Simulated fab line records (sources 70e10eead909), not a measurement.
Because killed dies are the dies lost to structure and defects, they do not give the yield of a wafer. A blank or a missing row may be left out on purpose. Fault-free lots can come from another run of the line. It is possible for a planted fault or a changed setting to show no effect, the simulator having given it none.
Chamber matching / flow nand_harc / NHARC_P_M0_STRIP_18 on rie_diel-09 has 4 sister chambers
The step strips in N2/H2. 36 wafers are shown with their chamber, then 12 later ones without.

## WAFERS WITH THEIR CHAMBER
wafer=L077.1; chamber=1; showerhead_plenum_p_Torr (Torr)=2.00; drypump_motor_current_A (A)=6.5; rf_vpp_V (V)=91.8
wafer=L077.3; chamber=3; showerhead_plenum_p_Torr (Torr)=2.18; drypump_motor_current_A (A)=5.9; rf_vpp_V (V)=92.1
wafer=L077.5; chamber=2; showerhead_plenum_p_Torr (Torr)=1.93; drypump_motor_current_A (A)=5.9; rf_vpp_V (V)=89.3
wafer=L078.2; chamber=2; showerhead_plenum_p_Torr (Torr)=1.93; drypump_motor_current_A (A)=5.9; rf_vpp_V (V)=89.7
wafer=L078.3; chamber=0; showerhead_plenum_p_Torr (Torr)=1.96; drypump_motor_current_A (A)=5.5; rf_vpp_V (V)=90.4
wafer=L078.4; chamber=1; showerhead_plenum_p_Torr (Torr)=2.00; drypump_motor_current_A (A)=6.4; rf_vpp_V (V)=89.3
wafer=L079.1; chamber=2; showerhead_plenum_p_Torr (Torr)=1.93; drypump_motor_current_A (A)=5.8; rf_vpp_V (V)=89.7
wafer=L079.4; chamber=3; showerhead_plenum_p_Torr (Torr)=2.18; drypump_motor_current_A (A)=5.9; rf_vpp_V (V)=90.8
wafer=L079.5; chamber=2; showerhead_plenum_p_Torr (Torr)=1.93; drypump_motor_current_A (A)=5.8; rf_vpp_V (V)=90.0
wafer=L080.3; chamber=0; showerhead_plenum_p_Torr (Torr)=1.96; drypump_motor_current_A (A)=5.5; rf_vpp_V (V)=89.6
wafer=L080.4; chamber=1; showerhead_plenum_p_Torr (Torr)=2.00; drypump_motor_current_A (A)=6.4; rf_vpp_V (V)=91.0
wafer=L080.5; chamber=2; showerhead_plenum_p_Torr (Torr)=1.93; drypump_motor_current_A (A)=5.9; rf_vpp_V (V)=89.7
wafer=L081.2; chamber=2; showerhead_plenum_p_Torr (Torr)=1.93; drypump_motor_current_A (A)=5.8; rf_vpp_V (V)=89.9
wafer=L081.5; chamber=0; showerhead_plenum_p_Torr (Torr)=1.96; drypump_motor_current_A (A)=5.6; rf_vpp_V (V)=89.2
wafer=L081.6; chamber=1; showerhead_plenum_p_Torr (Torr)=2.00; drypump_motor_current_A (A)=6.5; rf_vpp_V (V)=89.6
wafer=L082.1; chamber=3; showerhead_plenum_p_Torr (Torr)=2.17; drypump_motor_current_A (A)=5.9; rf_vpp_V (V)=90.5
wafer=L082.2; chamber=2; showerhead_plenum_p_Torr (Torr)=1.93; drypump_motor_current_A (A)=5.8; rf_vpp_V (V)=89.7
wafer=L082.6; chamber=1; showerhead_plenum_p_Torr (Torr)=2.00; drypump_motor_current_A (A)=6.5; rf_vpp_V (V)=89.9
wafer=L085.1; chamber=0; showerhead_plenum_p_Torr (Torr)=1.96; drypump_motor_current_A (A)=5.6; rf_vpp_V (V)=89.2
wafer=L085.2; chamber=3; showerhead_plenum_p_Torr (Torr)=2.17; drypump_motor_current_A (A)=5.9; rf_vpp_V (V)=92.4
wafer=L085.5; chamber=1; showerhead_plenum_p_Torr (Torr)=2.00; drypump_motor_current_A (A)=6.5; rf_vpp_V (V)=90.0
wafer=L086.2; chamber=0; showerhead_plenum_p_Torr (Torr)=1.95; drypump_motor_current_A (A)=5.6; rf_vpp_V (V)=91.7
wafer=L086.4; chamber=3; showerhead_plenum_p_Torr (Torr)=2.17; drypump_motor_current_A (A)=5.9; rf_vpp_V (V)=93.1
wafer=L086.6; chamber=3; showerhead_plenum_p_Torr (Torr)=2.17; drypump_motor_current_A (A)=5.9; rf_vpp_V (V)=90.3
wafer=L089.2; chamber=2; showerhead_plenum_p_Torr (Torr)=1.93; drypump_motor_current_A (A)=5.9; rf_vpp_V (V)=90.8
wafer=L089.3; chamber=1; showerhead_plenum_p_Torr (Torr)=2.00; drypump_motor_current_A (A)=6.5; rf_vpp_V (V)=89.9
wafer=L089.4; chamber=1; showerhead_plenum_p_Torr (Torr)=2.00; drypump_motor_current_A (A)=6.5; rf_vpp_V (V)=90.3
wafer=L090.2; chamber=3; showerhead_plenum_p_Torr (Torr)=2.17; drypump_motor_current_A (A)=5.9; rf_vpp_V (V)=90.7
wafer=L090.3; chamber=2; showerhead_plenum_p_Torr (Torr)=1.93; drypump_motor_current_A (A)=5.8; rf_vpp_V (V)=90.2
wafer=L090.4; chamber=1; showerhead_plenum_p_Torr (Torr)=2.00; drypump_motor_current_A (A)=6.4; rf_vpp_V (V)=89.0
wafer=L091.2; chamber=2; showerhead_plenum_p_Torr (Torr)=1.93; drypump_motor_current_A (A)=5.8; rf_vpp_V (V)=90.6
wafer=L091.4; chamber=0; showerhead_plenum_p_Torr (Torr)=1.95; drypump_motor_current_A (A)=5.6; rf_vpp_V (V)=89.8
wafer=L091.5; chamber=1; showerhead_plenum_p_Torr (Torr)=1.99; drypump_motor_current_A (A)=6.5; rf_vpp_V (V)=89.5
wafer=L092.1; chamber=3; showerhead_plenum_p_Torr (Torr)=2.17; drypump_motor_current_A (A)=5.9; rf_vpp_V (V)=91.7
wafer=L092.3; chamber=1; showerhead_plenum_p_Torr (Torr)=1.99; drypump_motor_current_A (A)=6.5; rf_vpp_V (V)=91.2
wafer=L092.6; chamber=2; showerhead_plenum_p_Torr (Torr)=1.93; drypump_motor_current_A (A)=5.8; rf_vpp_V (V)=89.3

SIGNATURES (averages over the wafers above)
reading=showerhead_plenum_p_Torr; chamber 0=1.9567; chamber 1=1.9982; chamber 2=1.9300; chamber 3=2.1725; scatter within a chamber=0.00374
reading=drypump_motor_current_A; chamber 0=5.567; chamber 1=6.473; chamber 2=5.836; chamber 3=5.900; scatter within a chamber=0.0435
reading=rf_vpp_V; chamber 0=89.983; chamber 1=90.136; chamber 2=89.900; chamber 3=91.450; scatter within a chamber=0.822
Rule: for each reading, subtract the chamber's mean from the wafer's reading, divide by that reading's scatter and square the result; add these up over the readings and take the root, which gives the wafer's distance from the chamber. The wafer belongs to the nearest chamber; if the next one is less than 2 further off, it can't be placed. The scatter: the root of (the sum of the squares of (reading less its chamber's mean) over the shown wafers, divided by (wafers less chambers)).

## WAFERS MISSING THEIR CHAMBER
wafer=L093.1; showerhead_plenum_p_Torr (Torr)=1.99; drypump_motor_current_A (A)=6.4; rf_vpp_V (V)=88.9
wafer=L093.4; showerhead_plenum_p_Torr (Torr)=1.95; drypump_motor_current_A (A)=5.5; rf_vpp_V (V)=90.7
wafer=L093.6; showerhead_plenum_p_Torr (Torr)=1.99; drypump_motor_current_A (A)=6.4; rf_vpp_V (V)=91.0
wafer=L095.1; showerhead_plenum_p_Torr (Torr)=2.17; drypump_motor_current_A (A)=5.9; rf_vpp_V (V)=91.2
wafer=L095.3; showerhead_plenum_p_Torr (Torr)=1.95; drypump_motor_current_A (A)=5.6; rf_vpp_V (V)=89.9
wafer=L095.5; showerhead_plenum_p_Torr (Torr)=1.99; drypump_motor_current_A (A)=6.5; rf_vpp_V (V)=90.8
wafer=L097.1; showerhead_plenum_p_Torr (Torr)=2.17; drypump_motor_current_A (A)=5.9; rf_vpp_V (V)=91.1
wafer=L097.4; showerhead_plenum_p_Torr (Torr)=1.92; drypump_motor_current_A (A)=5.8; rf_vpp_V (V)=90.8
wafer=L097.5; showerhead_plenum_p_Torr (Torr)=1.92; drypump_motor_current_A (A)=5.8; rf_vpp_V (V)=90.5
wafer=L096.2; showerhead_plenum_p_Torr (Torr)=1.99; drypump_motor_current_A (A)=6.5; rf_vpp_V (V)=91.4
wafer=L096.5; showerhead_plenum_p_Torr (Torr)=1.92; drypump_motor_current_A (A)=5.9; rf_vpp_V (V)=88.8
wafer=L096.6; showerhead_plenum_p_Torr (Torr)=2.17; drypump_motor_current_A (A)=5.9; rf_vpp_V (V)=89.9

## THE CHAMBER EACH PASSED THROUGH
wafer=L093.1; from the rows above=1; in truth=1
wafer=L093.4; from the rows above=0; in truth=0
wafer=L093.6; from the rows above=1; in truth=1
wafer=L095.1; from the rows above=3; in truth=3
wafer=L095.3; from the rows above=0; in truth=0
wafer=L095.5; from the rows above=1; in truth=1
wafer=L097.1; from the rows above=3; in truth=3
wafer=L097.4; from the rows above=2; in truth=2
wafer=L097.5; from the rows above=2; in truth=2
wafer=L096.2; from the rows above=1; in truth=1
wafer=L096.5; from the rows above=2; in truth=2
wafer=L096.6; from the rows above=3; in truth=3
Correctly placed: 12 of 12. Can't be placed from these rows: 0. Number placed wrongly: 0.
